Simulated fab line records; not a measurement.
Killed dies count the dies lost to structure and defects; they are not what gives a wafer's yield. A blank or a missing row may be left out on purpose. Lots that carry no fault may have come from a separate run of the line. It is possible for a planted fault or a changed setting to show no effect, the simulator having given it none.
The same fault as seen by 2 desks    flow n5Finfet    what lay behind the numbers comes last; until then each desk has only its own

AT THE METROLOGY DESK
What the gauges read, lot by lot, whatever tool the lot ran on: means of the sampled wafers that have a number. The brackets show how far a lot's mean lies from the usual mean; more than 4 standard deviations puts the lot out of limits, marked OUT. Readings shown: 7 out of 11 (the first out of limits, and those lying furthest out on some lot).
Columns: A = cdNm at N5_SD_EPI_P_CD_MEAS_09, usual 240.0 nm; B = DIBL_N at N5_BEOL_M4_RC_MEAS_101, usual 36.4 mV/V; C = IOFF_N at N5_BEOL_M4_RC_MEAS_101, usual 0.159 nA/um; D = IOFF_P at N5_BEOL_M4_RC_MEAS_101, usual 0.21 nA/um; E = ION_N at N5_BEOL_M4_RC_MEAS_101, usual 670 uA/um; F = ION_P at N5_BEOL_M4_RC_MEAS_101, usual 459 uA/um; G = SS_N at N5_BEOL_M4_RC_MEAS_101, usual 71.5 mV/dec
lot   first seen here  A                 B     C      D     E    F    G
L614  day 3 18:13      239.4             36.0  0.149  0.22  672  463  71.1
L615  day 3 22:29      240.6             38.4  0.218  0.27  693  473  72.4
L618  day 4 17:45      239.9             36.8  0.180  0.26  679  470  71.8
L627  day 6 23:36      243.8 (+5.2) OUT  36.0  0.139  0.20  656  452  71.1
L628  day 7 07:00      242.5             33.8  0.131  0.18  664  460  70.4
L630  day 7 17:36      240.6             37.1  0.177  0.26  677  468  71.8
L631  day 8 01:46      239.1             37.5  0.173  0.23  672  458  71.8
L634  day 8 17:44      240.2             35.5  0.157  0.22  666  463  71.4
This desk's verdict: out of limits on L627, starting with L627 at day 6 23:36 (cdNm at N5_SD_EPI_P_CD_MEAS_09). L614, L615, L618, L628, L630, L631, L634: within limits.

AT THE TOOL OWNER'S DESK: arfiScanner-03
The tool's own readings at N5_SD_EPI_P_EXPOSE_06 (exposes mask SD P BLK, target cd 240 nm): means of the sampled wafers that have a number, for each lot that ran on this tool. The brackets show how far a lot's mean lies from the usual mean; more than 4 standard deviations puts the lot out of limits, marked OUT.
Columns: A = exposureDoseMJCm2 at N5_SD_EPI_P_EXPOSE_06, usual 39.45
lot   first seen here  A
L614  day 3 18:07      39.40
L615  day 3 22:22      39.43
L618  day 4 17:38      39.44
L627  day 6 23:29      41.20 (+35) OUT
L628  day 7 06:53      40.87 (+28) OUT
This desk's verdict: out of limits on L627, L628, starting with L627 at day 6 23:29 (exposureDoseMJCm2 at N5_SD_EPI_P_EXPOSE_06). L614, L615, L618: within limits.

TAKEN TOGETHER
At day 6 23:29, on L627, L628, the tool owner's desk was in a position to raise an alarm.
An alarm was possible from the metrology desk at day 6 23:36, on L627.
The metrology desk has L628 on record, within its limits.
The lots listed all ran N5_SD_EPI_P_EXPOSE_06 on arfiScanner-03.

WHAT THE SIMULATOR HAD INSERTED
Process parameters drifting: arfiScanner-03 at N5_SD_EPI_P_EXPOSE_06, beginning at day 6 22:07. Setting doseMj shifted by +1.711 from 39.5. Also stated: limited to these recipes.
Struck lots among those shown: L627, L628.
Time in hours from fault onset to the first out-of-limits reading at each desk: tool owner's desk 1, metrology desk 1.
